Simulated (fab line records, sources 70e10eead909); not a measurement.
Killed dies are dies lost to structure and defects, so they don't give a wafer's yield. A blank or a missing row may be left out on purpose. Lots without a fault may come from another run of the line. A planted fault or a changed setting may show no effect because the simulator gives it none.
A struck lot beside a sound one | flow nand_harc | 13 steps out of a route of 1302
Sound: wafers L446.1, L446.3, L446.4. Struck: wafers L445.3, L445.5, L445.6. The cause comes at the end.
At each step with rows: each side's tool, then ch and its chambers, then its first start. Under that, the readings that differ: sound wafers | struck wafers | difference of the means | sigmas: that difference in standard deviations of wafers without a fault.
alike: readings whose means differ by less than 2 such deviations, and words and numbers that are the same on both sides. not compared: withheld readings, readings that some wafer has no value for, bounds like >300 that may hide the same value, and numbers for which the record gives no deviation and whose values overlap.
The two part at a step that has a row with sigmas, a row that says differs or no value, or rows on one side only. Numbers that don't overlap but have no deviation are shown without sigmas and don't part them. A reading that every wafer of one side lacks parts them only if that side has two wafers or more.

NHARC_A_ONON_D1_THK_MEAS_34: measures by ellipsometry.
  sound on film_metro-02, day 14 06:26; struck on film_metro-01, day 13 18:42
  alike: thk_nm
NHARC_A_ONON_D1_INSPECT_32:
  sound on defect_inspect-01, day 14 06:29; struck on defect_inspect-02, day 13 18:46
  alike: raw_defect_count
NHARC_A_CHANNEL_HOLE_D1_DEP_00: deposits aC, target thk 3100 nm.
  sound on acl_dep-03 ch 0, day 14 08:26; struck on acl_dep-01 ch 0, day 13 19:28
  alike: throttle_valve_pct
NHARC_A_CHANNEL_HOLE_D1_DEP_01: deposits SiON, target thk 140 nm.
  sound on pecvd-03 ch 0,1,2, day 14 10:21; struck on pecvd-02 ch 0,1,2, day 13 20:47
  alike: heater_power_w
  not compared: since_wet_clean_h
then, 7 steps without rows for these wafers: NHARC_A_CHANNEL_HOLE_D1_DEHYDRATE_02 (time 120 s); NHARC_A_CHANNEL_HOLE_D1_HMDS_03 (time 30 s); NHARC_A_CHANNEL_HOLE_D1_COAT_36 (time 75 s); NHARC_A_CHANNEL_HOLE_D1_COAT_37 (time 65 s); NHARC_A_CHANNEL_HOLE_D1_COAT_04 (resist thk 90 nm); NHARC_A_CHANNEL_HOLE_D1_SOFTBAKE_05 (time 55 s); NHARC_A_CHANNEL_HOLE_D1_EBR_06.
NHARC_A_CHANNEL_HOLE_D1_EXPOSE_07: exposes mask HOLE D1, target cd 100 nm.
  sound on arfi_scanner-03 ch 0, day 14 10:48; struck on arfi_scanner-02, day 13 21:21
  no value came back on the struck wafers for exposure_dose_mJ_cm2, focus_offset_nm (nm); on the sound wafers exposure_dose_mJ_cm2 reads 59.61 59.64 59.65
  alike: mask
then, 1 step without rows for these wafers: NHARC_A_CHANNEL_HOLE_D1_PEB_08 (peb time 65 s).

WHERE THEY PART
Only at NHARC_A_CHANNEL_HOLE_D1_EXPOSE_07, within this record.

WHY: what the simulator had put in
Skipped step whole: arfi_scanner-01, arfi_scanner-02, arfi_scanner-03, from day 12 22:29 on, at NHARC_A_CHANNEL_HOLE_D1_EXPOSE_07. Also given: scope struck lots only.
